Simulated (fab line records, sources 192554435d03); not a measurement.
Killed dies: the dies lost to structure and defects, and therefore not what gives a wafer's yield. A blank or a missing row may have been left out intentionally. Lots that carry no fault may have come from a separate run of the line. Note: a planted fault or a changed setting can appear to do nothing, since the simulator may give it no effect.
Comparing a struck lot with a sound one | flow n5 finfet | 14 steps out of a route of 1938
Sound: wafers L398.1, L398.4, L398.5. Struck: wafer L409.6 (L409.1, L409.5, from the same lot, were not struck and are left out); the cause is given at the end.
Each step with rows lists, per side, the tool, then ch with its chambers, then its first start. Under that, the readings that differ: sound wafers | struck wafers | difference of the means | sigmas: that difference in standard deviations of wafers without a fault.
alike: same words and numbers on both sides, and readings whose means sit less than 2 such deviations apart. not compared: any withheld reading, any reading some wafer has no value for, any bound like >300 that may hide the same value, and any number with overlapping values for which the record gives no deviation.
Wherever a step has rows on one side only, a row that says differs or no value, or a row with sigmas, the two part there. Non-overlapping numbers with no deviation appear without sigmas and do not part them. A reading missing from all wafers of one side parts the sides only when that side holds two or more wafers.

first, 7 steps without rows for these wafers: N5_BEOL_M11_COAT_64 (time 60 s, resist thk 30 nm); N5_BEOL_M11_COAT_22 (resist thk 90 nm); N5_BEOL_M11_EBR_24; N5_BEOL_M11_SOFTBAKE_23 (time 60 s); N5_BEOL_M11_EXPOSE_25 (exposes mask V10); N5_BEOL_M11_PEB_26 (peb time 60 s); N5_BEOL_M11_DEVELOP_27 (develop time 30 s).
N5_BEOL_M11_CD_MEAS_28: target cd 70 nm.
  sound on cd sem-02 ch 0, day 13 13:06; struck on cd sem-01 ch 0, day 17 06:32
  alike: cd nm
N5_BEOL_M11_OVL_MEAS_29:
  sound on overlay-02 ch 0, day 13 13:08; struck on overlay-01 ch 0, day 17 06:34
  alike: V10_OVL
N5_BEOL_M11_INSPECT_30: inspects for defects (brightfield).
  sound on defect inspect-01 at day 13 13:10; struck on defect inspect-01 at day 17 06:35
  alike: raw defect count
N5_BEOL_M11_DESCUM_33: chemistry O2, time 7.9 s.
  sound on rie diel-02 ch 0,2,3, day 13 13:15; struck on rie diel-02 ch 2, day 17 06:37
  reading          | sound             | struck | difference | sigmas
  bias power w (W) | 19.99 20.05 20.08 | 19.92  | -0.12      | -2
  alike: drypump motor current A, oes product au, rf fwd power W, rf vpp V, showerhead plenum p Torr, throttle valve pct
  not compared: rf hours counter h
N5_BEOL_M11_ETCH_65: etches SiARC in CF4, target depth 39 nm, time 65 s.
  sound on rie diel-02 ch 0,2,3, day 13 13:17; struck on rie diel-02 ch 2, day 17 06:39
  reading                     | sound             | struck | difference | sigmas
  drypump motor current A (A) | 6.6 5.9 5.2       | 5.2    | -0.7       | -2
  rf vpp V (V)                | 185.8 185.2 184.6 | 182.8  | -2.4       | -2
  alike: etch rf on time s, oes product au, rf fwd power W, showerhead plenum p Torr, throttle valve pct
  not compared: rf hours counter h
N5_BEOL_M11_ETCH_66: etches SOC in N2/H2, target depth 120 nm, overetch 24 nm, time 180 s.
  sound on rie diel-02 ch 0,2,3, day 13 13:20; struck on rie diel-02 ch 2, day 17 06:42
  reading                                     | sound        | struck | difference | sigmas
  drypump motor current A (A)                 | 6.6 5.9 5.2  | 5.2    | -0.7       | -2
  model.SiARC_of_BEOL_M11_COAT_64.thk nm (nm) | 22.6 23.2 23 | 24.8   | +1.9       |
  alike: oes product au, rf fwd power W, rf vpp V, showerhead plenum p Torr, throttle valve pct
  not compared: rf hours counter h
then, 1 step without rows for these wafers: N5_BEOL_M11_STRIP_69 (strips in N2/H2).

WHERE THEY PART
Last at N5_BEOL_M11_ETCH_66 as far as this record goes, first at N5_BEOL_M11_DESCUM_33.

WHY: the cause the simulator had injected
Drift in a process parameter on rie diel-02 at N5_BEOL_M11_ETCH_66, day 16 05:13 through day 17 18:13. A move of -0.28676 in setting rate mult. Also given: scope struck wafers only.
